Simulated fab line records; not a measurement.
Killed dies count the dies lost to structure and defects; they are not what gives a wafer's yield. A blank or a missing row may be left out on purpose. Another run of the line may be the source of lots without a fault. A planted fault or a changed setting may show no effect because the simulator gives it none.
Lot-split experiment + flow n5Finfet + 7 lots, 21 wafers read, on a route of 1938 steps

== THE SPLIT ITSELF ==
At N5_BEOL_M9_TRENCH_ETCH_37 (etches SiCOH lowk in C4F6/O2, target depth 151.43 nm, time 49 s), the setting sourceW was moved away from the recipe's 345 W on 11 of the 21 wafers read, by -17.8% to +7.1%. This setting was run at the recipe's value on the other wafers.

The reading comes from the split's own step.

== THE READING ==
rfVppV, in V, at N5_BEOL_M9_TRENCH_ETCH_37 (etches SiCOH lowk in C4F6/O2, target depth 151.43 nm, time 49 s). Fault-free wafers of this fab line usually give 667 V, standard deviation 12 V.

| wafer  | tool, chamber at the split | sourceW as run, W | against the recipe | rfVppV, V | against lot-mates on the recipe |
|--------|----------------------------|-------------------|--------------------|-----------|---------------------------------|
| L085.1 | rieDiel-01, 1              | 288.8             | -16.3%             | 739       | no lot-mate on the recipe       |
| L085.2 | rieDiel-01, 0              | 288.8             | -16.3%             | 715       | no lot-mate on the recipe       |
| L085.6 | rieDiel-01, 1              | 288.8             | -16.3%             | 737       | no lot-mate on the recipe       |
| L086.1 | rieDiel-06, 0              | 283.7             | -17.8%             | 737       | +55                             |
| L086.2 | rieDiel-06, 3              | 345               | recipe             | 682       | -                               |
| L086.5 | rieDiel-06, 3              | 283.7             | -17.8%             | 754       | +72                             |
| L088.1 | rieDiel-01, 1              | 345               | recipe             | 674       | -                               |
| L088.2 | rieDiel-01, 2              | 345               | recipe             | 648       | -                               |
| L088.3 | rieDiel-01, 0              | 345               | recipe             | 655       | -                               |
| L090.1 | rieDiel-01, 2              | 369.6             | +7.1%              | 626       | -39                             |
| L090.2 | rieDiel-01, 0              | 369.6             | +7.1%              | 631       | -34                             |
| L090.3 | rieDiel-01, 3              | 345               | recipe             | 665       | -                               |
| L091.3 | rieDiel-06, 1              | 326.3             | -5.4%              | 682       | +16                             |
| L091.4 | rieDiel-06, 0              | 345               | recipe             | 667       | -                               |
| L091.6 | rieDiel-06, 1              | 345               | recipe             | 664       | -                               |
| L094.2 | rieDiel-01, 1              | 317.9             | -7.9%              | 703       | +38                             |
| L094.5 | rieDiel-01, 1              | 317.9             | -7.9%              | 703       | +38                             |
| L094.6 | rieDiel-01, 3              | 345               | recipe             | 665       | -                               |
| L096.3 | rieDiel-01, 1              | 327.6             | -5.0%              | 691       | +35                             |
| L096.4 | rieDiel-01, 2              | 345               | recipe             | 647       | -                               |
| L096.5 | rieDiel-01, 3              | 345               | recipe             | 665       | -                               |

THE FIT
A straight line over all 21 wafers: rfVppV changes by -4.45 V for each +1% of sourceW; r = -0.97; the points scatter about the line by 9.7 V.
The same after taking each lot's own level away (the mean of its wafers on the recipe; 18 wafers): -4.02 V for each +1%; r = -0.95; scatter 8.9 V.
Per that fit: largest sourceW move, reading shift of 71 V.
Measured against the standard deviation above, the lots' own levels, which go from 656.0 to 682.0 V, span 2.2 times it.
Thus the slope moves with the lot-to-lot level: the two fits are different.
Check: for one of the wafers moved furthest among these (-17.8%), held out of the fit, the line's prediction against its lot-mates is +79.4 V. Against them it came out at +55 V.
Tool readings at the split's step, against how far the setting was moved: rfVppV r = -0.97.

== THESE WAFERS: OTHER SPLITS ==
Note: prior to the reading, these wafers also went through further splits. Each is held against what the fit with the lots' levels taken away leaves over:
| other split on the same wafers         | wafers away from the commonest value | r with rfVppV (lot level and that fit taken away) |
|----------------------------------------|--------------------------------------|---------------------------------------------------|
| N5_BEOL_M6_COAT_22 spinRpm             | 11                                   | -0.04                                             |
| N5_BEOL_M6_ETCH_66 biasW               | 3                                    | -0.31                                             |
| N5_BEOL_M6_TRENCH_ETCH_37 timeS        | 6                                    | -0.33                                             |
| N5_BEOL_M6_ALD_77 coReactantPulseTimeS | 6                                    | +0.20                                             |
| N5_BEOL_M8_COAT_22 spinRpm             | 10                                   | -0.51                                             |

== THE FILE'S OWN FIT ==
rfVppV changes by -4.05 V for each +1% of sourceW, r = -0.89.
